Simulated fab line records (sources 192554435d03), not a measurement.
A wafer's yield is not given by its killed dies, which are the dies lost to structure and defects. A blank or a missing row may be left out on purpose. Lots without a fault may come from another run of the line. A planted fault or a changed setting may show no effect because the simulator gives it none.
Split-lot trial | flow n5_finfet | on a route of 1938 steps: 7 lots, 21 wafers read

## THE SPLIT
At N5_BEOL_M9_EXPOSE_08 (exposes mask M9), the setting dose_mj was moved away from the recipe's 53.75 on 5 of the 21 wafers read, by -6.7% to +6.2%. For the rest of the wafers, this setting stayed at what the recipe calls for.

## FROM THE SPLIT TO THE READING: what the file shows between them, 2 steps
- N5_BEOL_M9_PEB_09: peb time 60 s
- N5_BEOL_M9_DEVELOP_10: develop time 30 s

## THE READING
cd_nm (nm) at N5_BEOL_M9_CD_MEAS_11, where the cd target is 64.1 nm. A value of 63.9 nm with a standard deviation of 0.38 nm is what fault-free wafers of this fab line usually give.

wafer  | tool, chamber at the split | dose_mj as run | against the recipe | cd_nm, nm | against lot-mates on the recipe
L074.1 | arfi_scanner-01, 0         | 53.75          | recipe             | 63.9      | -
L074.3 | arfi_scanner-01, 0         | 50.14          | -6.7%              | 60.1      | -3.7
L074.5 | arfi_scanner-01, 0         | 53.75          | recipe             | 63.8      | -
L075.1 | arfi_scanner-03, 0         | 50.86          | -5.4%              | 61.2      | -2.5
L075.3 | arfi_scanner-03, 0         | 53.75          | recipe             | 63.7      | -
L075.6 | arfi_scanner-03, 0         | 50.86          | -5.4%              | 61.5      | -2.2
L076.3 | arfi_scanner-03, 0         | 53.75          | recipe             | 63.8      | -
L076.5 | arfi_scanner-03, 0         | 53.75          | recipe             | 62.8      | -
L076.6 | arfi_scanner-03, 0         | 53.75          | recipe             | 63.7      | -
L079.1 | arfi_scanner-01, 0         | 53.75          | recipe             | 63.4      | -
L079.5 | arfi_scanner-01, 0         | 53.75          | recipe             | 63.8      | -
L079.6 | arfi_scanner-01, 0         | 53.75          | recipe             | 63.5      | -
L091.1 | arfi_scanner-02, 0         | 57.07          | +6.2%              | 67.7      | +4.3
L091.3 | arfi_scanner-02, 0         | 53.75          | recipe             | 63.4      | -
L091.5 | arfi_scanner-02, 0         | 57.07          | +6.2%              | 67.4      | +4.0
L089.2 | arfi_scanner-01, 0         | 53.75          | recipe             | 64.1      | -
L089.4 | arfi_scanner-01, 0         | 53.75          | recipe             | 63.7      | -
L089.5 | arfi_scanner-01, 0         | 53.75          | recipe             | 64.5      | -
L096.2 | arfi_scanner-02, 0         | 53.75          | recipe             | 64.0      | -
L096.3 | arfi_scanner-02, 0         | 53.75          | recipe             | 63.7      | -
L096.5 | arfi_scanner-02, 0         | 53.75          | recipe             | 64.3      | -

FIT RESULTS
A straight line over all 21 wafers: cd_nm changes by +0.545 nm for each +1% of dose_mj; r = +0.97; the points scatter about the line by 0.41 nm.
The same after taking each lot's own level away (the mean of its wafers on the recipe; 21 wafers): +0.571 nm for each +1%; r = +0.98; scatter 0.38 nm.
On that fit, the largest move of dose_mj shifts the reading by 3.8 nm.
The span of the lots' own levels, 63.40 to 64.10 nm, comes to 1.8 times the standard deviation stated above.
The two slopes agree, so the slope changes little with the lot-to-lot level.
Check: with one of the wafers moved furthest among these (-6.7%) left out of the fit, the line predicts -3.69 nm for it against its lot-mates. Against them it came out at -3.75 nm.

## FURTHER SPLITS ON THESE WAFERS
Note: prior to the reading, these wafers also went through further splits. Each is held against what the fit with the lots' levels taken away leaves over:
other split on the same wafers     | wafers away from the commonest value | r with cd_nm (lot level and that fit taken away)
N5_BEOL_M5_COAT_66 spin_rpm        | 7                                    | -0.06
N5_BEOL_M6_EXPOSE_25 dose_mj       | 10                                   | +0.20
N5_BEOL_M6_ETCH_66 bias_w          | 6                                    | +0.00
N5_BEOL_M6_TRENCH_ETCH_37 source_w | 5                                    | -0.21
N5_BEOL_M7_DESCUM_33 time_s        | 5                                    | -0.34
N5_BEOL_M7_VIA_ETCH_34 source_w    | 4                                    | -0.03
N5_BEOL_M9_HM_DEP_02 target_thk_a  | 4                                    | +0.20

## THE WHOLE CHAIN: every reading that the file lists as answering this split, in the file's order
step                  | what it does                                       | reading                                                               | change (the file's fit)               | r (the file's)
N5_BEOL_M9_CD_MEAS_11 | target cd 64.1 nm                                  | cd_nm                                                                 | +0.566 nm for each +1% of the setting | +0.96
N5_BEOL_M9_ETCH_61    | etches SiARC in CF4, target depth 39 nm, time 65 s | BEOL_M9.cd_offset_nm (the simulator's own value, which no gauge read) | +0.544 nm for each +1% of the setting | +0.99

## THE FILE'S OWN FIT
cd_nm changes by +0.566 nm for each +1% of dose_mj, r = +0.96.
